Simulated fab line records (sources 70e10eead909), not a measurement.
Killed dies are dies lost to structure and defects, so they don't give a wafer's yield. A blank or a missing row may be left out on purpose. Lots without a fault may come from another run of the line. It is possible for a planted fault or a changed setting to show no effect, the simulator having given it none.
Matching of chambers + flow nand_harc + NHARC_P_GATE_DEP_103 on pecvd-03: 3 sister chambers
The step deposits SiON, target thk 30 nm. 3 wafers are shown with their chamber, then 12 later ones without.

== WAFERS PAIRED WITH THEIR CHAMBERS ==
| wafer  | chamber | heater_power_w (W) |
|--------|---------|--------------------|
| L085.2 | 0       | 660                |
| L085.5 | 1       | 828                |
| L085.6 | 2       | 748                |

== WAFERS WITH NO CHAMBER GIVEN ==
| wafer  | heater_power_w (W) |
|--------|--------------------|
| L091.1 | 784                |
| L091.3 | 650                |
| L091.4 | 639                |
| L090.1 | 603                |
| L090.2 | 675                |
| L090.3 | 847                |
| L090.4 | 580                |
| L090.5 | 639                |
| L090.6 | 861                |
| L095.1 | 697                |
| L095.4 | 885                |
| L095.5 | 703                |

== THE CHAMBER EACH PASSED THROUGH ==
| wafer  | from the rows above     | in truth                   |
|--------|-------------------------|----------------------------|
| L091.1 | can't be placed: 2 or 1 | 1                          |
| L091.3 | 0                       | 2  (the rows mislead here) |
| L091.4 | 0                       | 0                          |
| L090.1 | 0                       | 0                          |
| L090.2 | can't be placed: 0 or 2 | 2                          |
| L090.3 | can't be placed: 1 or 2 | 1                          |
| L090.4 | 0                       | 0                          |
| L090.5 | 0                       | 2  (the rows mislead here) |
| L090.6 | can't be placed: 1 or 2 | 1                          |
| L095.1 | can't be placed: 0 or 2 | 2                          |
| L095.4 | can't be placed: 1 or 2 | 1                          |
| L095.5 | can't be placed: 0 or 2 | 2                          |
Placed correctly: 3 of 12. From these rows, 7 cannot be placed; in 7 the true chamber is one of the candidates. Placed wrongly: 2.
How it was worked out, from the rows above alone: a wafer's distance from a chamber is the root of the sum, over the readings, of the square of ((its reading less the chamber's mean) divided by the reading's scatter). The wafer belongs to the nearest chamber; if the next one is less than 2 further off, it can't be placed. For every chamber, the mean is computed from those of its wafers that are shown. The scatter: root of mean squared gap, hidden wafer to nearest shown wafer, with one shown wafer a chamber.
